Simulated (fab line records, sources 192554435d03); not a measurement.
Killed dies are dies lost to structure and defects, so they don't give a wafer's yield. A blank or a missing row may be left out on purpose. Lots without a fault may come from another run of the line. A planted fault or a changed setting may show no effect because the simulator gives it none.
Which tool did it? | flow n5_finfet | 24 lots, 72 wafers sampled, at 5 steps of a route of 1938

WHAT THE GAUGES READ, wafer by wafer
N5_BEOL_M5_OVL_MEAS_29.
lot  | measured     | on         | V4_OVL (nm)
L074 | day 8 03:37  | overlay-01 | 0.8 0.2 0.2
L076 | day 8 05:40  | overlay-02 | 1.6 0.9 0.6
L075 | day 8 11:37  | overlay-02 | -0.7 0.2 -0.9
L077 | day 8 14:45  | overlay-02 | -0.4 -1.5 0.2
L078 | day 8 16:57  | overlay-02 | 0.0 -0.3 -0.8
L079 | day 9 02:34  | overlay-01 | 0.5 0.3 0.5
L080 | day 9 15:33  | overlay-01 | -1.0 -1.5 0.3
L082 | day 9 21:41  | overlay-01 | 1.2 0.0 0.6
L081 | day 9 21:51  | overlay-02 | -0.4 -0.1 0.2
L083 | day 10 06:30 | overlay-01 | 0.2 -0.9 0.1
L084 | day 10 18:32 | overlay-01 | 0.1 -0.3 -0.5
L085 | day 11 01:42 | overlay-01 | -0.8 -1.2 -0.2
L086 | day 11 05:06 | overlay-01 | -0.2 -0.4 0.1
L087 | day 11 07:19 | overlay-02 | -1.0 -0.2 -0.7
L088 | day 11 11:08 | overlay-02 | 0.0 -1.3 -1.4
L089 | day 11 19:44 | overlay-01 | 0.0 0.1 -0.5
L090 | day 12 04:44 | overlay-02 | -0.1 -0.4 -0.5
L091 | day 12 14:51 | overlay-02 | -0.8 -1.2 -0.6
L092 | day 12 16:41 | overlay-02 | -0.1 0.5 -0.1
L093 | day 13 05:14 | overlay-01 | 0.4 0.0 -0.5
L095 | day 13 14:07 | overlay-02 | 0.9 -0.2 0.2
L096 | day 13 14:11 | overlay-01 | -0.1 0.3 0.0
L094 | day 13 19:10 | overlay-02 | -0.4 -0.5 -1.1
L097 | day 14 05:50 | overlay-01 | -0.5 -0.8 1.0

N5_BEOL_M5_INSPECT_30: inspects for defects (brightfield).
lot  | measured     | on                | raw_defect_count
L074 | day 8 03:41  | defect_inspect-01 | 316 448 300
L076 | day 8 05:44  | defect_inspect-01 | 504 466 411
L075 | day 8 11:40  | defect_inspect-02 | 492 481 519
L077 | day 8 14:49  | defect_inspect-02 | 349 300 314
L078 | day 8 17:00  | defect_inspect-02 | 519 379 324
L079 | day 9 02:37  | defect_inspect-01 | 571 422 501
L080 | day 9 15:37  | defect_inspect-02 | 406 280 321
L082 | day 9 21:44  | defect_inspect-02 | 395 265 317
L081 | day 9 21:54  | defect_inspect-02 | 374 500 449
L083 | day 10 06:34 | defect_inspect-01 | 485 392 413
L084 | day 10 18:35 | defect_inspect-02 | 402 397 502
L085 | day 11 01:46 | defect_inspect-02 | 304 406 355
L086 | day 11 05:10 | defect_inspect-01 | 440 424 420
L087 | day 11 07:22 | defect_inspect-02 | 540 415 616
L088 | day 11 11:11 | defect_inspect-01 | 337 330 340
L089 | day 11 19:47 | defect_inspect-01 | 208 304 379
L090 | day 12 04:47 | defect_inspect-01 | 402 490 551
L091 | day 12 14:55 | defect_inspect-01 | 454 365 329
L092 | day 12 16:44 | defect_inspect-02 | 308 271 378
L093 | day 13 05:17 | defect_inspect-01 | 466 506 314
L095 | day 13 14:11 | defect_inspect-01 | 364 375 314
L096 | day 13 14:14 | defect_inspect-02 | 315 511 339
L094 | day 13 19:14 | defect_inspect-02 | 417 403 392
L097 | day 14 05:53 | defect_inspect-01 | 396 374 409

N5_BEOL_M5_CD_MEAS_35: target cd 28 nm, target cd y 24 nm.
lot  | measured     | on        | cd_nm (nm)
L074 | day 8 04:33  | cd_sem-03 | 28.3 27.5 27.9
L076 | day 8 06:22  | cd_sem-02 | 28.0 28.5 28.5
L075 | day 8 12:18  | cd_sem-01 | 28.1 27.9 27.8
L077 | day 8 15:25  | cd_sem-01 | 27.9 28.3 28.1
L078 | day 8 17:37  | cd_sem-03 | 28.0 28.2 27.9
L079 | day 9 03:13  | cd_sem-03 | 27.4 27.8 27.8
L080 | day 9 16:13  | cd_sem-01 | 28.0 27.8 27.9
L082 | day 9 22:20  | cd_sem-03 | 27.9 27.8 27.8
L081 | day 9 22:56  | cd_sem-02 | 28.0 28.1 28.7
L083 | day 10 07:10 | cd_sem-02 | 28.8 28.0 28.7
L084 | day 10 19:11 | cd_sem-03 | 28.1 28.5 27.7
L085 | day 11 02:22 | cd_sem-02 | 28.3 28.2 27.6
L086 | day 11 05:46 | cd_sem-03 | 28.4 28.5 28.8
L087 | day 11 07:58 | cd_sem-01 | 28.2 27.6 28.5
L088 | day 11 11:47 | cd_sem-03 | 27.5 27.6 27.6
L089 | day 11 20:24 | cd_sem-03 | 28.2 28.2 28.1
L090 | day 12 05:23 | cd_sem-03 | 28.5 27.9 28.5
L091 | day 12 15:31 | cd_sem-03 | 28.3 28.8 28.4
L092 | day 12 17:20 | cd_sem-02 | 28.7 28.4 28.5
L093 | day 13 05:54 | cd_sem-01 | 28.6 28.8 28.6
L095 | day 13 14:47 | cd_sem-01 | 28.1 28.1 27.8
L096 | day 13 14:51 | cd_sem-02 | 28.4 28.5 28.5
L094 | day 13 19:50 | cd_sem-03 | 28.0 28.3 28.1
L097 | day 14 06:50 | cd_sem-03 | 28.0 27.9 28.6

WHICH TOOL RAN EACH LOT (tool, then ch and the chambers of the sampled wafers, then the start)
lot  | N5_BEOL_M5_STRIP_36                | N5_BEOL_M5_TRENCH_ETCH_37
L074 | rie_diel-05 ch 1,2,3, day 8 04:12  | rie_diel-05 ch 1,2,3, day 8 04:33 or earlier
L076 | rie_diel-05 ch 1,2,3, day 8 06:01  | rie_diel-05 ch 1,2,3, day 8 06:22 or earlier
L075 | rie_diel-05 ch 0,1, day 8 11:55    | rie_diel-05 ch 0,1, day 8 12:18 or earlier
L077 | rie_diel-04 ch 0,2,3, day 8 15:04  | rie_diel-04 ch 0,2,3, day 8 15:25 or earlier
L078 | rie_diel-02 ch 0,2, day 8 17:16    | rie_diel-02 ch 0,2, day 8 17:37 or earlier
L079 | rie_diel-02 ch 1,2,3, day 9 02:53  | rie_diel-02 ch 1,2,3, day 9 03:13 or earlier
L080 | rie_diel-04 ch 2,3, day 9 15:52    | rie_diel-04 ch 2,3, day 9 16:13 or earlier
L082 | rie_diel-04 ch 1,2,3, day 9 21:59  | rie_diel-04 ch 1,2,3, day 9 22:20 or earlier
L081 | rie_diel-04 ch 1,2, day 9 22:35    | rie_diel-04 ch 1,2, day 9 22:56 or earlier
L083 | rie_diel-04 ch 0,3, day 10 06:49   | rie_diel-04 ch 0,3, day 10 07:10 or earlier
L084 | rie_diel-02 ch 0,1,2, day 10 18:50 | rie_diel-02 ch 0,1,2, day 10 19:11 or earlier
L085 | rie_diel-04 ch 0,2,3, day 11 02:01 | rie_diel-04 ch 0,2,3, day 11 02:22 or earlier
L086 | rie_diel-05 ch 2,3, day 11 05:25   | rie_diel-05 ch 2,3, day 11 05:46 or earlier
L087 | rie_diel-02 ch 1,2, day 11 07:37   | rie_diel-02 ch 1,2, day 11 07:58 or earlier
L088 | rie_diel-02 ch 1,3, day 11 11:26   | rie_diel-02 ch 1,3, day 11 11:47 or earlier
L089 | rie_diel-02 ch 1,2,3, day 11 20:03 | rie_diel-02 ch 1,2,3, day 11 20:24 or earlier
L090 | rie_diel-04 ch 0,1,3, day 12 05:02 | rie_diel-04 ch 0,1,3, day 12 05:23 or earlier
L091 | rie_diel-05 ch 0,2,3, day 12 15:10 | rie_diel-05 ch 0,2,3, day 12 15:31 or earlier
L092 | rie_diel-04 ch 0,3, day 12 16:59   | rie_diel-04 ch 0,3, day 12 17:20 or earlier
L093 | rie_diel-05 ch 0,2,3, day 13 05:32 | rie_diel-05 ch 0,2,3, day 13 05:54 or earlier
L095 | rie_diel-02 ch 0,1,3, day 13 14:26 | rie_diel-02 ch 0,1,3, day 13 14:47 or earlier
L096 | rie_diel-04 ch 0,1,3, day 13 14:30 | rie_diel-04 ch 0,1,3, day 13 14:51 or earlier
L094 | rie_diel-05 ch 1,3, day 13 19:29   | rie_diel-05 ch 1,3, day 13 19:50 or earlier
L097 | rie_diel-04 ch 0,3, day 14 06:30   | rie_diel-04 ch 0,3, day 14 06:50 or earlier
- N5_BEOL_M5_STRIP_36: strips in N2/H2.
- N5_BEOL_M5_TRENCH_ETCH_37: etches SiCOH lowk in C4F6/O2, target depth 71.652 nm, time 24.7 s.

WHAT THE TOOLS THEMSELVES READ (means of the sampled wafers that have a number; where no wafer has one, the mark that the record gives instead)
N5_BEOL_M5_STRIP_36.
lot  | tool        | drypump_motor_current_A (A) | n2_flow_sccm (sccm) | oes_product_au (a.u.) | power_w (W) | rf_vpp_V (V) | showerhead_plenum_p_Torr (Torr) | throttle_valve_pct (%)
L074 | rie_diel-05 | 6.1                         | 199.4               | 0.83                  | 450.1       | 59.3         | 2.46                            | 23.5
L076 | rie_diel-05 | 6.2                         | 199.8               | 0.83                  | 449.4       | 57.6         | 2.46                            | 23.5
L075 | rie_diel-05 | 5.5                         | 199.6               | 0.73                  | 449.5       | 59.0         | 2.56                            | 23.8
L077 | rie_diel-04 | 5.5                         | 199.5               | 0.77                  | 448.8       | 60.7         | 2.63                            | 23.6
L078 | rie_diel-02 | 6.2                         | 200.1               | 0.78                  | 450.6       | 59.6         | 2.51                            | 23.9
L079 | rie_diel-02 | 6.5                         | 199.8               | 0.86                  | 449.6       | 60.2         | 2.54                            | 23.8
L080 | rie_diel-04 | 5.6                         | 200.2               | 0.76                  | 451.1       | 59.3         | 2.63                            | 23.4
L082 | rie_diel-04 | 5.5                         | 200.0               | 0.75                  | 450.2       | 59.7         | 2.63                            | 23.4
L081 | rie_diel-04 | 5.6                         | 200.2               | 0.68                  | 450.6       | 59.2         | 2.60                            | 23.6
L083 | rie_diel-04 | 5.4                         | 199.9               | 0.96                  | 449.8       | 59.8         | 2.62                            | 23.7
L084 | rie_diel-02 | 6.0                         | 199.9               | 0.91                  | 450.0       | 60.0         | 2.58                            | 23.7
L085 | rie_diel-04 | 5.5                         | 200.1               | 0.84                  | 449.7       | 59.5         | 2.62                            | 23.5
L086 | rie_diel-05 | 6.4                         | 199.6               | 0.80                  | 450.1       | 58.5         | 2.45                            | 23.6
L087 | rie_diel-02 | 6.4                         | 200.2               | 0.87                  | 450.4       | 58.9         | 2.51                            | 23.9
L088 | rie_diel-02 | 6.4                         | 199.7               | 0.81                  | 449.4       | 58.4         | 2.52                            | 23.7
L089 | rie_diel-02 | 6.5                         | 199.4               | 0.82                  | 449.7       | 58.7         | 2.53                            | 23.8
L090 | rie_diel-04 | 5.4                         | 200.2               | 0.90                  | 450.9       | 58.6         | 2.63                            | 23.6
L091 | rie_diel-05 | 6.1                         | 200.4               | 0.77                  | 447.4       | 59.8         | 2.51                            | 23.7
L092 | rie_diel-04 | 5.4                         | 199.2               | 0.89                  | 449.5       | 59.8         | 2.62                            | 23.7
L093 | rie_diel-05 | 6.1                         | 200.0               | 0.75                  | 450.9       | 59.2         | 2.51                            | 23.7
L095 | rie_diel-02 | 5.9                         | 200.0               | 0.85                  | 449.9       | 59.4         | 2.56                            | 23.6
L096 | rie_diel-04 | 5.4                         | 200.0               | 0.89                  | 450.2       | 59.6         | 2.62                            | 23.6
L094 | rie_diel-05 | 5.9                         | 199.8               | 0.74                  | 448.1       | 58.8         | 2.43                            | 23.6
L097 | rie_diel-04 | 5.4                         | 199.9               | 0.88                  | 449.4       | 59.1         | 2.61                            | 23.7

N5_BEOL_M5_TRENCH_ETCH_37.
lot  | tool        | drypump_motor_current_A (A) | oes_f_703_au (a.u.) | oes_product_au (a.u.) | rf_vpp_V (V) | showerhead_plenum_p_Torr (Torr) | throttle_valve_pct (%)
L074 | rie_diel-05 | 6.2                         | 0.83                | 0.82                  | 654          | 2.76                            | 20.80
L076 | rie_diel-05 | 6.2                         | 0.84                | 0.82                  | 654          | 2.76                            | 20.79
L075 | rie_diel-05 | 5.5                         | 0.74                | 0.73                  | 656          | 2.87                            | 20.81
L077 | rie_diel-04 | 5.5                         | 0.78                | 0.77                  | 670          | 2.96                            | 20.94
L078 | rie_diel-02 | 6.2                         | 0.78                | 0.77                  | 655          | 2.81                            | 21.11
L079 | rie_diel-02 | 6.5                         | 0.81                | 0.83                  | 661          | 2.85                            | 21.06
L080 | rie_diel-04 | 5.6                         | 0.79                | 0.76                  | 661          | 2.97                            | 20.85
L082 | rie_diel-04 | 5.5                         | 0.77                | 0.76                  | 660          | 2.96                            | 20.79
L081 | rie_diel-04 | 5.6                         | 0.69                | 0.69                  | 666          | 2.93                            | 20.98
L083 | rie_diel-04 | 5.4                         | 0.94                | 0.95                  | 663          | 2.94                            | 20.84
L084 | rie_diel-02 | 6.0                         | 0.88                | 0.90                  | 662          | 2.89                            | 20.90
L085 | rie_diel-04 | 5.5                         | 0.84                | 0.84                  | 660          | 2.95                            | 20.86
L086 | rie_diel-05 | 6.4                         | 0.81                | 0.80                  | 662          | 2.75                            | 20.80
L087 | rie_diel-02 | 6.4                         | 0.82                | 0.85                  | 664          | 2.83                            | 21.05
L088 | rie_diel-02 | 6.4                         | 0.76                | 0.79                  | 664          | 2.83                            | 21.02
L089 | rie_diel-02 | 6.5                         | 0.78                | 0.81                  | 662          | 2.84                            | 21.08
L090 | rie_diel-04 | 5.4                         | 0.90                | 0.91                  | 661          | 2.94                            | 20.71
L091 | rie_diel-05 | 6.1                         | 0.78                | 0.77                  | 659          | 2.81                            | 20.85
L092 | rie_diel-04 | 5.4                         | 0.88                | 0.89                  | 662          | 2.94                            | 20.87
L093 | rie_diel-05 | 6.1                         | 0.78                | 0.76                  | 659          | 2.80                            | 20.86
L095 | rie_diel-02 | 5.9                         | 0.83                | 0.84                  | 664          | 2.88                            | 20.86
L096 | rie_diel-04 | 5.4                         | 0.87                | 0.89                  | 661          | 2.94                            | 20.73
L094 | rie_diel-05 | 5.8                         | 0.76                | 0.74                  | 653          | 2.73                            | 20.83
L097 | rie_diel-04 | 5.4                         | 0.86                | 0.87                  | 662          | 2.93                            | 20.90

THE ANSWER, worked out from the rows above alone
Rule: what is usual is taken from the lots themselves. Put in order of their means at a reading, lots are off if they are a third of the lots or fewer, leave a main group of 4 or more, and stand apart from it by a gap of 3 or more times the standard deviation of the main group's means; of several such gaps the widest counts. A main group whose means are all the same, to the digits that the tables above print for the reading, isn't used. A lot without any number at a reading at which 4 lots or more have one is off too. The other lots that the step has rows for count as sound. The gauges are gone through in route order, then the tools' own readings, and for those a lot's mean is taken as printed above. The first step at which some lot is off is used, and at that step the reading that is off furthest; a lot without a number counts as furthest.
No lot is off at any reading shown: from this, nothing can be told.

WHAT THE SIMULATOR HAD PUT IN
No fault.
